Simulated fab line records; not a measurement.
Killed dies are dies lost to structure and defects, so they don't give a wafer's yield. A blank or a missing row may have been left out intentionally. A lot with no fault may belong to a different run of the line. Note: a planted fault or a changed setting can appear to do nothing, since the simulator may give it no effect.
A struck lot beside a sound one / flow n5 finfet / 37 out of 1938 route steps
Sound: the wafers L191.1, L191.3, L191.5. Struck: wafer L188.3 (left out: L188.5, a lot-mate that was not struck); the cause follows at the end.
At each step with rows: each side's tool, then ch and its chambers, then its first start. Under that, the readings that differ: sound wafers / struck wafers / difference of the means / sigmas: that difference in standard deviations of wafers without a fault.
alike: readings with means less than 2 such deviations apart, plus words and numbers identical on both sides. not compared: withheld readings, readings lacking a value on some wafer, bounds such as >300 that could conceal the same value, and numbers that have no deviation in the record and whose values overlap.
A row with sigmas, a row that says differs or no value, or rows on one side alone: a step with any of these is where the two part. Non-overlapping numbers with no deviation appear without sigmas and do not part them. A reading missing from all wafers of one side parts the sides only when that side holds two or more wafers.

first, 9 steps without rows for these wafers: N5_PMOS_HMC_CHANNEL_EPI_PRECLEAN_40 (cleans in DHF, time 30 s); N5_PMOS_HMC_CHANNEL_EPI_PRECLEAN_37 (cleans in O3/DIW, time 45 s); N5_PMOS_HMC_CHANNEL_EPI_PRECLEAN_24 (cleans in DHF, time 30 s); N5_PMOS_HMC_CHANNEL_EPI_SRD_25 (time 30 s); N5_PMOS_HMC_CHANNEL_EPI_EPI_26 (deposits Si from SiH4/H2, target thk 3.8 nm, time 22.7 s); N5_FIN_SAQP_PRECLEAN_42 (cleans in O3/DIW, time 60 s); N5_FIN_SAQP_PRECLEAN_00 (cleans in SC1, time 60 s); N5_FIN_SAQP_PRECLEAN_44 (cleans in SC2, time 45 s); N5_FIN_SAQP_SRD_01 (time 30 s).
N5_FIN_SAQP_ALD_61: deposits SiO2, target thk 4 nm, pulse time 1 s, purge time 2 s.
  sound on ald sin-01 ch 1,2, day 6 16:14; struck on ald sin-02 ch 3, day 5 21:08
reading=ald cycles; sound=43 43 43; struck=49; difference=+6; sigmas=
reading=precursor pulse height rel; sound=1.014 0.984 0.989; struck=1.048; difference=+0.052; sigmas=+2
reading=model.SiO2_of_FIN_SAQP_ALD_61.thk nm (nm); sound=3.99 3.976 3.988; struck=4.528; difference=+0.543; sigmas=
  alike: heater power w
  not compared: since wet clean h
then, 24 steps without rows for these wafers: N5_FIN_SAQP_DENSIFY_62 (time 60 s); N5_FIN_SAQP_HM_DEP_03 (deposits SiNx from SiH4/NH3/N2, target thk 38 nm, time 33.6 s); N5_FIN_SAQP_PECVD_47 (deposits a-Si from SiH4/He, target thk 45 nm, time 36.3 s); N5_FIN_SAQP_PECVD_48 (deposits SiNx from SiH4/NH3/N2, target thk 25 nm, time 22.1 s); N5_FIN_SAQP_PECVD_06 (deposits a-Si from SiH4/He, target thk 60 nm, time 48.1 s); N5_FIN_SAQP_HM_DEP_72 (deposits SiO2 from SiH4/N2O, target thk 12 nm, time 7.2 s); N5_FIN_SAQP_COAT_49 (time 60 s, resist thk 100 nm); N5_FIN_SAQP_COAT_50 (time 60 s, resist thk 35 nm); N5_FIN_SAQP_COAT_10 (resist thk 90 nm); N5_FIN_SAQP_EBR_12; N5_FIN_SAQP_SOFTBAKE_11 (time 60 s); N5_FIN_SAQP_EXPOSE_13 (exposes mask FIN CORE, target cd 35.6 nm); N5_FIN_SAQP_PEB_14 (peb time 60 s); N5_FIN_SAQP_DEVELOP_15 (develop time 30 s); N5_FIN_SAQP_DESCUM_21 (chemistry O2, time 7.9 s); N5_FIN_SAQP_ETCH_51 (etches SiARC in CF4, target depth 45.5 nm, time 75.8 s); N5_FIN_SAQP_ETCH_52 (etches SOC in N2/H2, target depth 100 nm, overetch 20 nm, time 150 s); N5_FIN_SAQP_STRIP_53 (strips in N2/H2); N5_FIN_SAQP_HM_OPEN_73 (chemistry CHF3/O2, target SiO2, stops on a-Si, target depth 12 nm, time 16.8 s); N5_FIN_SAQP_STRIP_74 (strips in CHF3/O2); N5_FIN_SAQP_MANDREL_ETCH_22 (etches a-Si in HBr/Cl2, stops on SiNx, target depth 60 nm, bt time 10 s, time 30 s); N5_FIN_SAQP_STRIP_55 (strips in N2/H2); N5_FIN_SAQP_STRIP_23 (strips in SPM, time 750 s); N5_FIN_SAQP_SRD_66 (time 30 s).
N5_FIN_CUT_CUT_ETCH_27: etches SiO2 in CHF3/O2, target depth 4 nm, overetch 2 nm, time 4.9 s.
  sound on rie diel-04 ch 0,1,2, day 7 00:38; struck on rie diel-02 ch 2, day 6 04:20
reading=rf vpp V (V); sound=507 532 511; struck=544; difference=+27; sigmas=+2
reading=model.etch.depth nm (nm); sound=3.99 3.976 3.988; struck=4.528; difference=+0.543; sigmas=
  alike: drypump motor current A, oes product au, showerhead plenum p Torr, throttle valve pct
  not compared: rf hours counter h
N5_STI_FIN_REVEAL_STRIP_16: strips SiNx in H3PO4, target depth 23.8 nm.
  sound on wet bench-05 ch 5,6,7, day 7 08:50; struck on wet bench-05 ch 7, day 6 13:12
reading=model.SiO2_of_FIN_SAQP_ALD_61.thk nm (nm); sound=3.8 3.8 3.8; struck=4.2; difference=+0.4; sigmas=
-- the record jumps here: 8 days lie between the struck wafers' starts before and after (it left off in module STI_FIN_REVEAL and takes up again in module BEOL_M4, whose first step shown is number 1111 of the route) --
N5_BEOL_M4_RC_MEAS_101:
  sound on prober-01 ch 0, day 15 03:50; struck on prober-01 ch 0, day 14 04:10
reading=DIBL_P (mV/V); sound=37.2 34.2 36.0; struck=31.6; difference=-4.2; sigmas=-2
reading=IOFF_P (nA/um); sound=0.23 0.19 0.21; struck=0.13; difference=-0.08; sigmas=-2
reading=VT_P (mV); sound=-249 -248 -248; struck=-259; difference=-11; sigmas=-3
  alike: DIBL_N, IOFF_N, ION_N, ION_P, SS_N, SS_P, VT_N

== WHERE THEY PART ==
Earliest at N5_FIN_SAQP_ALD_61; latest, in this record, at N5_BEOL_M4_RC_MEAS_101.

WHY: the cause the simulator had injected
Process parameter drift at N5_FIN_SAQP_ALD_61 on ald sin-02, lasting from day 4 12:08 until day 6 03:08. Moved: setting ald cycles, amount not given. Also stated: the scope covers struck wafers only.
